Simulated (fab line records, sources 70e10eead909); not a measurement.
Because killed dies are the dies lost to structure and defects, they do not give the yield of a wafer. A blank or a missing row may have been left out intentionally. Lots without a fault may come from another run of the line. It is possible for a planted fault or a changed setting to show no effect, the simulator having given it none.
Which tool is to blame? || flow nand harc || 72 wafers from 24 lots sampled at 4 of the route's 1159 steps

== WHAT THE GAUGES SHOWED, per wafer ==
NHARC_P_M2_CD_MEAS_16.
{"lot": "L074", "measured": "day 6 01:31", "on": "cd sem-02", "cd nm (nm)": "169.8 170.6 169.9"}
{"lot": "L075", "measured": "day 6 17:02", "on": "cd sem-02", "cd nm (nm)": "169.6 171.5 170.6"}
{"lot": "L076", "measured": "day 6 23:24", "on": "cd sem-01", "cd nm (nm)": "170.7 169.4 170.0"}
{"lot": "L079", "measured": "day 7 13:01", "on": "cd sem-01", "cd nm (nm)": "170.9 169.6 170.6"}
{"lot": "L077", "measured": "day 7 14:38", "on": "cd sem-01", "cd nm (nm)": "169.2 169.6 169.9"}
{"lot": "L078", "measured": "day 7 15:30", "on": "cd sem-01", "cd nm (nm)": "170.3 170.7 168.9"}
{"lot": "L081", "measured": "day 8 03:10", "on": "cd sem-03", "cd nm (nm)": "169.8 169.7 169.5"}
{"lot": "L080", "measured": "day 8 04:43", "on": "cd sem-03", "cd nm (nm)": "169.7 170.8 169.5"}
{"lot": "L083", "measured": "day 8 14:40", "on": "cd sem-02", "cd nm (nm)": "170.1 171.0 169.5"}
{"lot": "L082", "measured": "day 8 14:54", "on": "cd sem-03", "cd nm (nm)": "170.8 169.7 170.4"}
{"lot": "L086", "measured": "day 10 12:35", "on": "cd sem-03", "cd nm (nm)": "169.7 169.4 169.0"}
{"lot": "L084", "measured": "day 10 13:35", "on": "cd sem-01", "cd nm (nm)": "170.2 170.8 169.1"}
{"lot": "L085", "measured": "day 10 17:01", "on": "cd sem-03", "cd nm (nm)": "169.3 171.0 169.1"}
{"lot": "L087", "measured": "day 10 17:16", "on": "cd sem-01", "cd nm (nm)": "169.8 169.1 169.6"}
{"lot": "L088", "measured": "day 10 18:12", "on": "cd sem-03", "cd nm (nm)": "170.2 168.6 169.7"}
{"lot": "L091", "measured": "day 10 18:33", "on": "cd sem-03", "cd nm (nm)": "170.1 169.4 169.9"}
{"lot": "L089", "measured": "day 11 01:09", "on": "cd sem-02", "cd nm (nm)": "169.7 170.2 170.4"}
{"lot": "L092", "measured": "day 11 01:54", "on": "cd sem-02", "cd nm (nm)": "170.3 169.9 171.0"}
{"lot": "L090", "measured": "day 11 03:26", "on": "cd sem-02", "cd nm (nm)": "171.1 169.9 169.1"}
{"lot": "L094", "measured": "day 11 06:23", "on": "cd sem-02", "cd nm (nm)": "170.2 169.8 170.2"}
{"lot": "L093", "measured": "day 11 07:16", "on": "cd sem-01", "cd nm (nm)": "169.8 170.2 170.8"}
{"lot": "L095", "measured": "day 11 08:21", "on": "cd sem-02", "cd nm (nm)": "171.4 170.6 170.9"}
{"lot": "L096", "measured": "day 11 09:32", "on": "cd sem-02", "cd nm (nm)": "169.7 169.9 168.8"}
{"lot": "L097", "measured": "day 11 23:46", "on": "cd sem-01", "cd nm (nm)": "170.7 169.7 169.9"}

NHARC_P_M2_INSPECT_27.
{"lot": "L074", "measured": "day 6 03:47", "on": "defect inspect-02", "raw defect count": "288 289 223"}
{"lot": "L075", "measured": "day 6 19:19", "on": "defect inspect-02", "raw defect count": "426 406 338"}
{"lot": "L076", "measured": "day 7 01:40", "on": "defect inspect-02", "raw defect count": "501 517 326"}
{"lot": "L079", "measured": "day 7 15:17", "on": "defect inspect-02", "raw defect count": "202 309 188"}
{"lot": "L077", "measured": "day 7 16:55", "on": "defect inspect-02", "raw defect count": "477 442 247"}
{"lot": "L078", "measured": "day 7 17:47", "on": "defect inspect-02", "raw defect count": "301 301 271"}
{"lot": "L081", "measured": "day 8 05:32", "on": "defect inspect-02", "raw defect count": "273 443 305"}
{"lot": "L080", "measured": "day 8 06:59", "on": "defect inspect-02", "raw defect count": "243 92 130"}
{"lot": "L083", "measured": "day 8 16:59", "on": "defect inspect-02", "raw defect count": "200 215 216"}
{"lot": "L082", "measured": "day 8 17:17", "on": "defect inspect-01", "raw defect count": "242 482 347"}
{"lot": "L086", "measured": "day 10 14:51", "on": "defect inspect-01", "raw defect count": "409 417 591"}
{"lot": "L084", "measured": "day 10 15:52", "on": "defect inspect-01", "raw defect count": "623 577 356"}
{"lot": "L085", "measured": "day 10 19:16", "on": "defect inspect-01", "raw defect count": "405 240 261"}
{"lot": "L087", "measured": "day 10 19:40", "on": "defect inspect-02", "raw defect count": "481 520 919"}
{"lot": "L088", "measured": "day 10 20:38", "on": "defect inspect-02", "raw defect count": "166 153 149"}
{"lot": "L091", "measured": "day 10 21:00", "on": "defect inspect-02", "raw defect count": "370 536 370"}
{"lot": "L089", "measured": "day 11 03:29", "on": "defect inspect-02", "raw defect count": "280 315 339"}
{"lot": "L092", "measured": "day 11 04:19", "on": "defect inspect-02", "raw defect count": "328 330 390"}
{"lot": "L090", "measured": "day 11 05:45", "on": "defect inspect-01", "raw defect count": "265 249 292"}
{"lot": "L094", "measured": "day 11 08:43", "on": "defect inspect-02", "raw defect count": "442 295 241"}
{"lot": "L093", "measured": "day 11 09:34", "on": "defect inspect-02", "raw defect count": "171 236 282"}
{"lot": "L095", "measured": "day 11 10:53", "on": "defect inspect-01", "raw defect count": "325 262 334"}
{"lot": "L096", "measured": "day 11 11:58", "on": "defect inspect-01", "raw defect count": "488 736 484"}
{"lot": "L097", "measured": "day 12 02:07", "on": "defect inspect-02", "raw defect count": "240 230 305"}

== WHAT TOOL EACH LOT RAN ON (gives the tool, then ch and the chambers of the sampled wafers, and finally the start) ==
{"lot": "L074", "NHARC_P_M1_DEP_33": "pecvd-04 ch 1,2, day 5 23:50", "NHARC_P_M2_CMP_23": "cmp-04 ch 2,3, day 6 03:20"}
{"lot": "L075", "NHARC_P_M1_DEP_33": "pecvd-02 ch 1,2, day 6 15:19", "NHARC_P_M2_CMP_23": "cmp-02 ch 0,2,3, day 6 18:54"}
{"lot": "L076", "NHARC_P_M1_DEP_33": "pecvd-03 ch 0,1,2, day 6 21:45", "NHARC_P_M2_CMP_23": "cmp-03 ch 0,2,3, day 7 01:11"}
{"lot": "L079", "NHARC_P_M1_DEP_33": "pecvd-03 ch 0,1,2, day 7 11:17", "NHARC_P_M2_CMP_23": "cmp-02 ch 1,2,3, day 7 14:53"}
{"lot": "L077", "NHARC_P_M1_DEP_33": "pecvd-04 ch 1,2, day 7 12:25", "NHARC_P_M2_CMP_23": "cmp-03 ch 0,1, day 7 16:27"}
{"lot": "L078", "NHARC_P_M1_DEP_33": "pecvd-04 ch 0,1,2, day 7 13:24", "NHARC_P_M2_CMP_23": "cmp-03 ch 1,2,3, day 7 17:23"}
{"lot": "L081", "NHARC_P_M1_DEP_33": "pecvd-02 ch 0,2, day 8 01:26", "NHARC_P_M2_CMP_23": "cmp-04 ch 0,2,3, day 8 05:05"}
{"lot": "L080", "NHARC_P_M1_DEP_33": "pecvd-02 ch 0,2, day 8 02:51", "NHARC_P_M2_CMP_23": "cmp-03 ch 2,3, day 8 06:31"}
{"lot": "L083", "NHARC_P_M1_DEP_33": "pecvd-02 ch 0,1,2, day 8 12:57", "NHARC_P_M2_CMP_23": "cmp-04 ch 2,3, day 8 16:31"}
{"lot": "L082", "NHARC_P_M1_DEP_33": "pecvd-03 ch 1,2, day 8 13:08", "NHARC_P_M2_CMP_23": "cmp-03 ch 0,1,3, day 8 16:52"}
{"lot": "L086", "NHARC_P_M1_DEP_33": "pecvd-02 ch 0,1,2, day 10 10:59", "NHARC_P_M2_CMP_23": "cmp-03 ch 1,2,3, day 10 14:22"}
{"lot": "L084", "NHARC_P_M1_DEP_33": "pecvd-03 ch 0,1,2, day 10 11:50", "NHARC_P_M2_CMP_23": "cmp-03 ch 1,3, day 10 15:23"}
{"lot": "L085", "NHARC_P_M1_DEP_33": "pecvd-04 ch 0,1, day 10 15:16", "NHARC_P_M2_CMP_23": "cmp-04 ch 1,2,3, day 10 18:48"}
{"lot": "L087", "NHARC_P_M1_DEP_33": "pecvd-03 ch 0,2, day 10 15:35", "NHARC_P_M2_CMP_23": "cmp-04 ch 0,1,3, day 10 19:11"}
{"lot": "L088", "NHARC_P_M1_DEP_33": "pecvd-04 ch 0,2, day 10 16:29", "NHARC_P_M2_CMP_23": "cmp-03 ch 0,1,3, day 10 20:13"}
{"lot": "L091", "NHARC_P_M1_DEP_33": "pecvd-02 ch 0,2, day 10 16:52", "NHARC_P_M2_CMP_23": "cmp-04 ch 0,1,3, day 10 20:28"}
{"lot": "L089", "NHARC_P_M1_DEP_33": "pecvd-02 ch 1,2, day 10 23:35", "NHARC_P_M2_CMP_23": "cmp-03 ch 0,2,3, day 11 03:02"}
{"lot": "L092", "NHARC_P_M1_DEP_33": "pecvd-02 ch 1,2, day 11 00:16", "NHARC_P_M2_CMP_23": "cmp-03 ch 0,1, day 11 03:52"}
{"lot": "L090", "NHARC_P_M1_DEP_33": "pecvd-02 ch 0,1,2, day 11 01:40", "NHARC_P_M2_CMP_23": "cmp-04 ch 1,3, day 11 05:17"}
{"lot": "L094", "NHARC_P_M1_DEP_33": "pecvd-03 ch 0,1,2, day 11 04:46", "NHARC_P_M2_CMP_23": "cmp-02 ch 0,1,2, day 11 08:11"}
{"lot": "L093", "NHARC_P_M1_DEP_33": "pecvd-02 ch 0,1, day 11 05:34", "NHARC_P_M2_CMP_23": "cmp-04 ch 0,1,2, day 11 09:06"}
{"lot": "L095", "NHARC_P_M1_DEP_33": "pecvd-04 ch 1,2, day 11 06:37", "NHARC_P_M2_CMP_23": "cmp-04 ch 0,1,2, day 11 10:27"}
{"lot": "L096", "NHARC_P_M1_DEP_33": "pecvd-04 ch 0,1,2, day 11 07:51", "NHARC_P_M2_CMP_23": "cmp-02 ch 1,2,3, day 11 11:29"}
{"lot": "L097", "NHARC_P_M1_DEP_33": "pecvd-04 ch 0,2, day 11 21:57", "NHARC_P_M2_CMP_23": "cmp-04 ch 1,2, day 12 01:38"}
- NHARC_P_M1_DEP_33: deposits SiCN, target thk 30 nm.
- NHARC_P_M2_CMP_23: polishes, t overpolish 20 s, target thk 144.3 nm.

== WHAT THE TOOLS THEMSELVES READ (means of the sampled wafers that have a number; where no wafer has one, the mark that the record gives instead) ==
NHARC_P_M1_DEP_33.
{"lot": "L074", "tool": "pecvd-04", "chamber pressure Torr (Torr)": 3.000, "heater power w (W)": 554, "susceptor temp C (C)": 370.05}
{"lot": "L075", "tool": "pecvd-02", "chamber pressure Torr (Torr)": 2.993, "heater power w (W)": 528, "susceptor temp C (C)": 370.16}
{"lot": "L076", "tool": "pecvd-03", "chamber pressure Torr (Torr)": 3.001, "heater power w (W)": 611, "susceptor temp C (C)": 369.96}
{"lot": "L079", "tool": "pecvd-03", "chamber pressure Torr (Torr)": 2.997, "heater power w (W)": 669, "susceptor temp C (C)": 369.96}
{"lot": "L077", "tool": "pecvd-04", "chamber pressure Torr (Torr)": 2.998, "heater power w (W)": 538, "susceptor temp C (C)": 370.02}
{"lot": "L078", "tool": "pecvd-04", "chamber pressure Torr (Torr)": 3.002, "heater power w (W)": 484, "susceptor temp C (C)": 369.97}
{"lot": "L081", "tool": "pecvd-02", "chamber pressure Torr (Torr)": 2.994, "heater power w (W)": 566, "susceptor temp C (C)": 370.31}
{"lot": "L080", "tool": "pecvd-02", "chamber pressure Torr (Torr)": 2.995, "heater power w (W)": 625, "susceptor temp C (C)": 370.08}
{"lot": "L083", "tool": "pecvd-02", "chamber pressure Torr (Torr)": 3.000, "heater power w (W)": 509, "susceptor temp C (C)": 369.98}
{"lot": "L082", "tool": "pecvd-03", "chamber pressure Torr (Torr)": 2.983, "heater power w (W)": 658, "susceptor temp C (C)": 369.90}
{"lot": "L086", "tool": "pecvd-02", "chamber pressure Torr (Torr)": 2.998, "heater power w (W)": 518, "susceptor temp C (C)": 369.80}
{"lot": "L084", "tool": "pecvd-03", "chamber pressure Torr (Torr)": 3.002, "heater power w (W)": 624, "susceptor temp C (C)": 370.02}
{"lot": "L085", "tool": "pecvd-04", "chamber pressure Torr (Torr)": 3.005, "heater power w (W)": 480, "susceptor temp C (C)": 369.95}
{"lot": "L087", "tool": "pecvd-03", "chamber pressure Torr (Torr)": 3.002, "heater power w (W)": 660, "susceptor temp C (C)": 370.08}
{"lot": "L088", "tool": "pecvd-04", "chamber pressure Torr (Torr)": 3.004, "heater power w (W)": 505, "susceptor temp C (C)": 370.07}
{"lot": "L091", "tool": "pecvd-02", "chamber pressure Torr (Torr)": 3.001, "heater power w (W)": 526, "susceptor temp C (C)": 370.02}
{"lot": "L089", "tool": "pecvd-02", "chamber pressure Torr (Torr)": 2.994, "heater power w (W)": 564, "susceptor temp C (C)": 370.02}
{"lot": "L092", "tool": "pecvd-02", "chamber pressure Torr (Torr)": 3.000, "heater power w (W)": 578, "susceptor temp C (C)": 370.19}
{"lot": "L090", "tool": "pecvd-02", "chamber pressure Torr (Torr)": 3.000, "heater power w (W)": 542, "susceptor temp C (C)": 370.14}
{"lot": "L094", "tool": "pecvd-03", "chamber pressure Torr (Torr)": 2.996, "heater power w (W)": 620, "susceptor temp C (C)": 370.03}
{"lot": "L093", "tool": "pecvd-02", "chamber pressure Torr (Torr)": 2.999, "heater power w (W)": 511, "susceptor temp C (C)": 370.08}
{"lot": "L095", "tool": "pecvd-04", "chamber pressure Torr (Torr)": 2.992, "heater power w (W)": 574, "susceptor temp C (C)": 370.15}
{"lot": "L096", "tool": "pecvd-04", "chamber pressure Torr (Torr)": 3.003, "heater power w (W)": 505, "susceptor temp C (C)": 369.79}
{"lot": "L097", "tool": "pecvd-04", "chamber pressure Torr (Torr)": 2.994, "heater power w (W)": 499, "susceptor temp C (C)": 370.16}

NHARC_P_M2_CMP_23.
{"lot": "L074", "tool": "cmp-04", "motor current A (A)": 13.0, "slurry flow ml min": 149.9, "time to endpoint s (s)": 26.8}
{"lot": "L075", "tool": "cmp-02", "motor current A (A)": 11.5, "slurry flow ml min": 150.5, "time to endpoint s (s)": 26.8}
{"lot": "L076", "tool": "cmp-03", "motor current A (A)": 11.0, "slurry flow ml min": 150.3, "time to endpoint s (s)": 28.1}
{"lot": "L079", "tool": "cmp-02", "motor current A (A)": 11.9, "slurry flow ml min": 150.1, "time to endpoint s (s)": 27.0}
{"lot": "L077", "tool": "cmp-03", "motor current A (A)": 10.3, "slurry flow ml min": 150.3, "time to endpoint s (s)": 25.6}
{"lot": "L078", "tool": "cmp-03", "motor current A (A)": 11.3, "slurry flow ml min": 150.0, "time to endpoint s (s)": 24.3}
{"lot": "L081", "tool": "cmp-04", "motor current A (A)": 12.9, "slurry flow ml min": 150.0, "time to endpoint s (s)": 30.9}
{"lot": "L080", "tool": "cmp-03", "motor current A (A)": 11.3, "slurry flow ml min": 150.4, "time to endpoint s (s)": 27.6}
{"lot": "L083", "tool": "cmp-04", "motor current A (A)": 13.2, "slurry flow ml min": 150.2, "time to endpoint s (s)": 30.1}
{"lot": "L082", "tool": "cmp-03", "motor current A (A)": 10.7, "slurry flow ml min": 149.8, "time to endpoint s (s)": 29.5}
{"lot": "L086", "tool": "cmp-03", "motor current A (A)": 11.3, "slurry flow ml min": 149.9, "time to endpoint s (s)": 28.5}
{"lot": "L084", "tool": "cmp-03", "motor current A (A)": 11.0, "slurry flow ml min": 149.8, "time to endpoint s (s)": 29.4}
{"lot": "L085", "tool": "cmp-04", "motor current A (A)": 12.5, "slurry flow ml min": 150.1, "time to endpoint s (s)": 28.7}
{"lot": "L087", "tool": "cmp-04", "motor current A (A)": 12.5, "slurry flow ml min": 150.0, "time to endpoint s (s)": 28.8}
{"lot": "L088", "tool": "cmp-03", "motor current A (A)": 10.6, "slurry flow ml min": 150.2, "time to endpoint s (s)": 27.4}
{"lot": "L091", "tool": "cmp-04", "motor current A (A)": 12.6, "slurry flow ml min": 149.9, "time to endpoint s (s)": 28.3}
{"lot": "L089", "tool": "cmp-03", "motor current A (A)": 10.8, "slurry flow ml min": 150.1, "time to endpoint s (s)": 29.8}
{"lot": "L092", "tool": "cmp-03", "motor current A (A)": 10.2, "slurry flow ml min": 149.7, "time to endpoint s (s)": 29.1}
{"lot": "L090", "tool": "cmp-04", "motor current A (A)": 12.6, "slurry flow ml min": 149.6, "time to endpoint s (s)": 27.8}
{"lot": "L094", "tool": "cmp-02", "motor current A (A)": 13.2, "slurry flow ml min": 150.4, "time to endpoint s (s)": 28.5}
{"lot": "L093", "tool": "cmp-04", "motor current A (A)": 11.6, "slurry flow ml min": 150.0, "time to endpoint s (s)": 30.2}
{"lot": "L095", "tool": "cmp-04", "motor current A (A)": 12.0, "slurry flow ml min": 150.1, "time to endpoint s (s)": 29.7}
{"lot": "L096", "tool": "cmp-02", "motor current A (A)": 12.1, "slurry flow ml min": 150.1, "time to endpoint s (s)": 25.9}
{"lot": "L097", "tool": "cmp-04", "motor current A (A)": 12.4, "slurry flow ml min": 149.8, "time to endpoint s (s)": 29.3}

== THE ANSWER, worked out from the rows above alone ==
Rule: the usual values come from the lots themselves. The widest of any qualifying gaps counts: lots, ordered by their means at a reading, are off when they make up no more than a third of the lots, leave a main group of 4 or more, and stand apart from it by 3 or more times the standard deviation of that group's means. The tables above print the reading to a certain number of digits; a main group whose means all agree to those digits is not used. Also off: a lot with no number at a reading for which 4 or more lots have one. The other lots that the step has rows for count as sound. First the gauges in route order, then the tools' own readings, where a lot's mean is used as printed above. At the first step where some lot is off, the reading lying furthest off is the one used; lots without a number count as furthest.
None of the lots is off at any reading shown; this tells nothing.

== WHAT WAS PUT IN BY THE SIMULATOR ==
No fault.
